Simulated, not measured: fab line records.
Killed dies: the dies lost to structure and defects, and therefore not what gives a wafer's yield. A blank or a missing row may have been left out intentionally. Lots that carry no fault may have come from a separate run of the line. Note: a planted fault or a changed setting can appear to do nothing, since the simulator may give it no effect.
Matching of chambers + flow nand-harc + NHARC_A_BONDPAD_CMP_19 on cmp-03: 4 sister chambers
The step polishes, t overpolish 30 s, cu recess touch 16 s, target thk 169.82 nm. 14 wafers are shown with their chamber, then 7 later ones without.

## WAFERS PAIRED WITH THEIR CHAMBERS
| wafer  | chamber | motor-current-A (A) | overpolish-run-s (s) |
|--------|---------|---------------------|----------------------|
| L286.2 | 2       | 10.5                | 30.004               |
| L286.3 | 3       | 10.5                | 30.019               |
| L286.6 | 2       | 11.2                | 30.007               |
| L292.1 | 0       | 11.0                | 30.007               |
| L292.3 | 3       | 11.1                | 29.988               |
| L292.4 | 2       | 11.4                | 29.994               |
| L301.1 | 1       | 11.9                | 29.991               |
| L301.2 | 2       | 11.3                | 29.990               |
| L301.6 | 1       | 11.2                | 29.993               |
| L305.1 | 2       | 11.3                | 30.001               |
| L305.3 | 1       | 11.9                | 29.999               |
| L305.4 | 0       | 11.8                | 30.003               |
| L304.3 | 2       | 10.7                | 30.006               |
| L304.4 | 3       | 11.0                | 29.996               |

SIGNATURES (averages over the wafers above)
| reading          | chamber 0 | chamber 1 | chamber 2 | chamber 3 | scatter within a chamber |
|------------------|-----------|-----------|-----------|-----------|--------------------------|
| motor-current-A  | 11.400    | 11.667    | 11.067    | 10.867    | 0.393                    |
| overpolish-run-s | 30.00500  | 29.99433  | 30.00033  | 30.00100  | 0.00893                  |
Rule: for a wafer and a chamber, the distance is found by dividing, reading by reading, the gap between the wafer's reading and the chamber's mean by the reading's scatter, squaring, summing and taking the root. If the next closest chamber is less than 2 further off than the closest, the wafer can't be placed; otherwise it belongs to the closest. The scatter: take each reading less its chamber's mean, square it, sum over the shown wafers, divide by the number of wafers less the number of chambers, and take the root.

## WAFERS WITHOUT THEIR CHAMBER
| wafer  | motor-current-A (A) | overpolish-run-s (s) |
|--------|---------------------|----------------------|
| L304.5 | 11.7                | 29.981               |
| L306.4 | 11.0                | 30.004               |
| L306.5 | 10.6                | 30.000               |
| L306.6 | 11.8                | 30.009               |
| L308.2 | 10.2                | 30.011               |
| L308.4 | 12.0                | 30.002               |
| L308.6 | 10.8                | 30.007               |

## CHAMBER TAKEN BY EACH
| wafer  | from the rows above               | in truth |
|--------|-----------------------------------|----------|
| L304.5 | can't be placed: 1 or 2 or 0 or 3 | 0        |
| L306.4 | can't be placed: 2 or 3 or 0 or 1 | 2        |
| L306.5 | can't be placed: 3 or 2 or 0      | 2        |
| L306.6 | can't be placed: 0 or 1 or 2 or 3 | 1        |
| L308.2 | can't be placed: 3 or 2 or 0      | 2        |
| L308.4 | can't be placed: 1 or 0 or 2 or 3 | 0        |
| L308.6 | can't be placed: 3 or 2 or 0 or 1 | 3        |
Correctly placed: 0 of 7. Cannot be placed on the basis of these rows: 7; the candidates contain the true chamber in 7. 0 placed wrongly.
